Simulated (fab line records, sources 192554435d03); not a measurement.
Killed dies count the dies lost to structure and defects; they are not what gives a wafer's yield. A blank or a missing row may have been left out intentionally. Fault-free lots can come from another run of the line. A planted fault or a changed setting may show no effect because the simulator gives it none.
Matching of chambers + flow n5-finfet + cvd-co-01 running N5_BEOL_M5_PRE_CLEAN_77: 3 sister chambers
The step time 15 s. 42 wafers are shown with their chamber, then 12 later ones without.

== WAFERS PAIRED WITH THEIR CHAMBERS ==
| wafer  | chamber | heater-power-w (W) |
|--------|---------|--------------------|
| L074.2 | 1       | 95                 |
| L074.3 | 2       | 59                 |
| L074.5 | 1       | 94                 |
| L077.1 | 1       | 92                 |
| L077.2 | 0       | 88                 |
| L077.3 | 2       | 60                 |
| L077.4 | 1       | 93                 |
| L077.5 | 0       | 91                 |
| L077.6 | 2       | 58                 |
| L076.1 | 2       | 58                 |
| L076.2 | 1       | 94                 |
| L076.5 | 0       | 88                 |
| L080.3 | 0       | 89                 |
| L080.5 | 1       | 92                 |
| L080.6 | 0       | 89                 |
| L081.2 | 0       | 89                 |
| L081.3 | 1       | 93                 |
| L081.5 | 2       | 59                 |
| L083.1 | 1       | 94                 |
| L083.3 | 2       | 59                 |
| L083.5 | 1       | 92                 |
| L084.2 | 0       | 89                 |
| L084.4 | 1       | 94                 |
| L084.6 | 0       | 88                 |
| L085.1 | 0       | 88                 |
| L085.2 | 1       | 96                 |
| L085.3 | 2       | 60                 |
| L085.4 | 0       | 90                 |
| L085.5 | 2       | 59                 |
| L085.6 | 1       | 95                 |
| L088.2 | 2       | 60                 |
| L088.3 | 1       | 95                 |
| L088.5 | 1       | 99                 |
| L089.2 | 2       | 60                 |
| L089.3 | 0       | 88                 |
| L089.4 | 2       | 60                 |
| L090.1 | 1       | 92                 |
| L090.3 | 2       | 61                 |
| L090.6 | 0       | 88                 |
| L091.2 | 2       | 60                 |
| L091.5 | 1       | 93                 |
| L091.6 | 0       | 89                 |

SIGNATURES (averages over the wafers above)
| reading        | chamber 0 | chamber 1 | chamber 2 | scatter within a chamber |
|----------------|-----------|-----------|-----------|--------------------------|
| heater-power-w | 88.77     | 93.94     | 59.46     | 1.34                     |
Rule: for each reading, subtract the chamber's mean from the wafer's reading, divide by that reading's scatter and square the result; add these up over the readings and take the root, which gives the wafer's distance from the chamber. The wafer belongs to the nearest chamber; if the next one is less than 2 further off, it can't be placed. The scatter: take each reading less its chamber's mean, square it, sum over the shown wafers, divide by the number of wafers less the number of chambers, and take the root.

== WAFERS WITHOUT THEIR CHAMBER ==
| wafer  | heater-power-w (W) |
|--------|--------------------|
| L093.2 | 90                 |
| L093.4 | 90                 |
| L093.6 | 61                 |
| L094.2 | 95                 |
| L094.5 | 89                 |
| L094.6 | 91                 |
| L095.1 | 95                 |
| L095.2 | 90                 |
| L095.3 | 61                 |
| L095.4 | 96                 |
| L095.5 | 87                 |
| L095.6 | 61                 |

== THE CHAMBER EACH PASSED THROUGH ==
| wafer  | from the rows above     | in truth |
|--------|-------------------------|----------|
| L093.2 | 0                       | 0        |
| L093.4 | 0                       | 0        |
| L093.6 | 2                       | 2        |
| L094.2 | 1                       | 1        |
| L094.5 | 0                       | 0        |
| L094.6 | can't be placed: 0 or 1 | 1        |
| L095.1 | 1                       | 1        |
| L095.2 | 0                       | 0        |
| L095.3 | 2                       | 2        |
| L095.4 | 1                       | 1        |
| L095.5 | 0                       | 0        |
| L095.6 | 2                       | 2        |
Correctly placed: 11 of 12. From these rows, 1 cannot be placed; in 1 the true chamber is one of the candidates. Placed wrongly: 0.
